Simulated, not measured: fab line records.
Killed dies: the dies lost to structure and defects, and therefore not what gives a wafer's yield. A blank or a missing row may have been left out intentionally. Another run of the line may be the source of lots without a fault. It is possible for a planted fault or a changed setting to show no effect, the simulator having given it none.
Chamber matching ; flow n5-finfet ; 3 sister chambers for N5_BEOL_M10_PECVD_70 on pecvd-04
The step deposits SiO2 from TEOS/O2, target thk 20 nm, time 22.7 s. 6 wafers are shown with their chamber, then 8 later ones without.

WAFERS WITH THEIR CHAMBER
wafer;chamber;showerhead-plenum-p-Torr (Torr);throttle-valve-pct (%)
L080.2;0;8.76;24.1
L080.6;2;8.92;21.2
L089.3;2;8.92;21.3
L089.4;0;8.76;24.5
L089.6;1;8.79;22.8
L092.1;1;8.80;22.7

WAFERS MISSING THEIR CHAMBER
wafer;showerhead-plenum-p-Torr (Torr);throttle-valve-pct (%)
L092.4;8.81;22.8
L092.6;8.93;21.4
L093.1;8.79;22.9
L093.3;8.78;24.3
L093.4;8.79;24.3
L094.2;8.78;22.9
L094.3;8.91;21.2
L094.5;8.78;22.8

WHICH CHAMBER EACH WENT THROUGH
wafer;from the rows above;in truth
L092.4;1;1
L092.6;2;2
L093.1;1;1
L093.3;0;0
L093.4;can't be placed: 0 or 1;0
L094.2;1;1
L094.3;2;2
L094.5;1;1
Placed correctly: 7 of 8. From these rows, 1 cannot be placed; in 1 the true chamber is one of the candidates. Number placed wrongly: 0.
How it was worked out, from the rows above alone: a wafer's distance from a chamber is the root of the sum, over the readings, of the square of ((its reading less the chamber's mean) divided by the reading's scatter). The wafer belongs to the nearest chamber; if the next one is less than 2 further off, it can't be placed. Each chamber's mean is taken over the wafers shown for it. The scatter: take each reading less its chamber's mean, square it, sum over the shown wafers, divide by the number of wafers less the number of chambers, and take the root.
